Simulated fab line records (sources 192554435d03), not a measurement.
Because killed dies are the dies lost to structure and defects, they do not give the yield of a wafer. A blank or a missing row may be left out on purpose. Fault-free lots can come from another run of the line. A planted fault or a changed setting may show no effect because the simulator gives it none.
A struck lot beside a sound one + flow n5 finfet + 36 steps out of a route of 1938
Sound: these wafers, L511.2, L511.3, L511.5. Struck: wafer L517.4. (L517.1, L517.6 of the same lot were not struck and are left out.) The cause comes at the end.
Per side, at each step with rows, come the tool, then ch with its chambers, and then its first start. Under that, the readings that differ: sound wafers + struck wafers + difference of the means + sigmas: that difference in standard deviations of wafers without a fault.
alike: readings whose means differ by less than 2 such deviations, and words and numbers that are the same on both sides. not compared: withheld readings, readings that some wafer has no value for, bounds like >300 that may hide the same value, and numbers for which the record gives no deviation and whose values overlap.
The two part at a step that has a row with sigmas, a row that says differs or no value, or rows on one side only. Non-overlapping numbers with no deviation appear without sigmas and do not part them. Lack of a reading on every wafer of one side parts them only where that side has two or more wafers.

first, 9 steps without rows for these wafers: N5_SD_EPI_N_DEVELOP_08 (develop time 30 s); N5_SD_EPI_N_DESCUM_14 (chemistry O2, time 7.9 s); N5_SD_EPI_N_ETCH_34 (etches SiARC in CF4, target depth 45.5 nm, time 75.8 s); N5_SD_EPI_N_ETCH_35 (etches SOC in N2/H2, overetch 108 nm, time 486 s); N5_SD_EPI_N_STRIP_36 (strips in N2/H2); N5_SD_EPI_N_ETCHBACK_44 (etches SiNx in CH3F/O2, stops on SiO2, target depth 14.5 nm); N5_SD_EPI_N_ETCH_45 (etches SiOCN in CH3F/O2, target depth 6 nm); N5_SD_EPI_N_ETCH_16 (etches SiO2 in CHF3/O2, target depth 5 nm); N5_SD_EPI_N_STRIP_47 (strips in CHF3/O2).
N5_SD_EPI_N_SD_RECESS_17: chemistry HBr/Cl2/O2, target depth 41 nm, time 23.7 s, bt time 3 s.
  sound on rie si-02 ch 1,3, day 6 08:35; struck on rie si-04 ch 0, day 7 21:50
| reading                                 | sound             | struck | difference | sigmas |
|-----------------------------------------|-------------------|--------|------------|--------|
| oes product au (a.u.)                   | 0.977 1.014 0.975 | 1.043  | +0.054     | +3     |
| model.etch.depth nm (nm)                | 39.38 41.67 39.6  | 48.68  | +8.46      |        |
| model.SD_EPI_N.feature depth nm (nm)    | 39.4 41.6 39.6    | 48.6   | +8.4       |        |
| model.Si_of_WELL_APT_EPI_41.thk nm (nm) | 10 7.6 9.6        | 4.4    | -4.7       |        |
  alike: drypump motor current A, throttle valve pct
  not compared: rf hours counter h
then, 2 steps without rows for these wafers: N5_SD_EPI_N_STRIP_38 (strips in N2/H2); N5_SD_EPI_N_WET_ETCH_43 (etches SiO2 in dHF, time 14 s, target depth 1.5 nm).
N5_SD_EPI_N_STRIP_18: strips in SPM, time 750 s.
  sound on wet bench-03 ch 1,6,7, day 6 08:47; struck on wet bench-02 ch 2, day 7 22:01
| reading                                 | sound       | struck | difference | sigmas |
|-----------------------------------------|-------------|--------|------------|--------|
| model.Si_of_WELL_APT_EPI_41.thk nm (nm) | 9.6 7.2 9.2 | 4      | -5         |        |
then, 21 steps without rows for these wafers: N5_SD_EPI_N_SRD_20 (time 30 s); N5_SD_EPI_N_PRECLEAN_48 (cleans in NF3:NH3, afs cycles 2, time 20 s, sublimation time 60 s); N5_SD_EPI_N_VAPOR_ETCH_50 (etches Si in HCl, time 54 s); N5_SD_EPI_N_EPI_21 (deposits Si:P, time 690 s); N5_SD_EPI_N_PRECLEAN_24 (cleans in O3/DIW, time 60 s); N5_SD_EPI_N_SRD_25 (time 30 s); N5_SD_EPI_N_PRECLEAN_49 (cleans in NF3:NH3, afs cycles 1, time 20 s, sublimation time 60 s); N5_SD_EPI_N_LINER_46 (material SiNx, target thk 3 nm); N5_SD_EPI_P_COAT_34 (time 60 s, resist thk 350 nm); N5_SD_EPI_P_COAT_35 (time 60 s, resist thk 35 nm); N5_SD_EPI_P_COAT_03 (resist thk 150 nm); N5_SD_EPI_P_EBR_05; N5_SD_EPI_P_SOFTBAKE_04 (time 60 s); N5_SD_EPI_P_EXPOSE_06 (exposes mask SD P BLK, target cd 240 nm); N5_SD_EPI_P_PEB_07 (peb time 60 s); N5_SD_EPI_P_DEVELOP_08 (develop time 30 s); N5_SD_EPI_P_DESCUM_14 (chemistry O2, time 7.9 s); N5_SD_EPI_P_ETCH_36 (etches SiARC in CF4, target depth 45.5 nm, time 75.8 s); N5_SD_EPI_P_ETCH_37 (etches SOC in N2/H2, overetch 108 nm, time 486 s); N5_SD_EPI_P_STRIP_38 (strips in N2/H2); N5_SD_EPI_P_ETCHBACK_46 (etches SiNx in CH3F/O2, stops on SiO2, target depth 17.5 nm).
-- here the record skips 5 days between the struck wafers' starts before and after, leaving off in module SD_EPI_P and picking up in module BEOL_M4 (first step shown: number 1111 of the route) --
N5_BEOL_M4_RC_MEAS_101:
  sound on prober-01 ch 0, day 11 16:01; struck on prober-02 ch 0, day 13 05:05
| reading            | sound          | struck | difference | sigmas |
|--------------------|----------------|--------|------------|--------|
| CJ_N               | 4.21 4.45 4.25 | 4.95   | +0.65      | +6     |
| DIBL_N (mV/V)      | 36.8 40.6 39.8 | 45.7   | +6.6       | +3     |
| IOFF_N (nA/um)     | 0.16 0.24 0.21 | 0.81   | +0.61      | +17    |
| IOFF_N_85C (nA/um) | 3.2 4.4 3.9    | 12.3   | +8.5       | +15    |
| SS_N (mV/dec)      | 72.1 72.9 72.6 | 84.0   | +11.5      | +18    |
  alike: DIBL_P, IOFF_P, ION_N, ION_P, SS_P, VT_N, VT_P
-- here the record skips 4 days between the struck wafers' starts before and after, leaving off in module BEOL_M4 and picking up in module PASSIVATION (first step shown: number 1936 of the route) --
N5_PASSIVATION_PROBE_49:
  sound on prober-02, day 15 17:17; struck on prober-01, day 17 15:32
| reading                | sound          | struck | difference | sigmas      |
|------------------------|----------------|--------|------------|-------------|
| killed at other        | 3 0 1          | 19     | +18        | +6          |
| sort_bin_4_leakage (%) | 0 0 0          | 87.37  | +87.37     | +99 or more |
| sort n pass            | 1062 1064 1067 | 1      | -1063      | -63         |
| sort yield pct (%)     | 90.0 90.2 90.4 | 0.1    | -90.1      | -64         |
  alike: defect limited yield, killed_at_M0_to_M3, killed_at_M4_up, killed at contacts, killed at front end, killed dies, killed open, killed short, sort_bin_5_function, sort_bin_6_memory

## WHERE THEY PART
First at N5_SD_EPI_N_SD_RECESS_17; last, within this record, at N5_PASSIVATION_PROBE_49.

WHY: the cause the simulator had injected
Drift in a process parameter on rie si-04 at N5_SD_EPI_N_SD_RECESS_17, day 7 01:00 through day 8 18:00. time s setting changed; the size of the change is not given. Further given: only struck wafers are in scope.
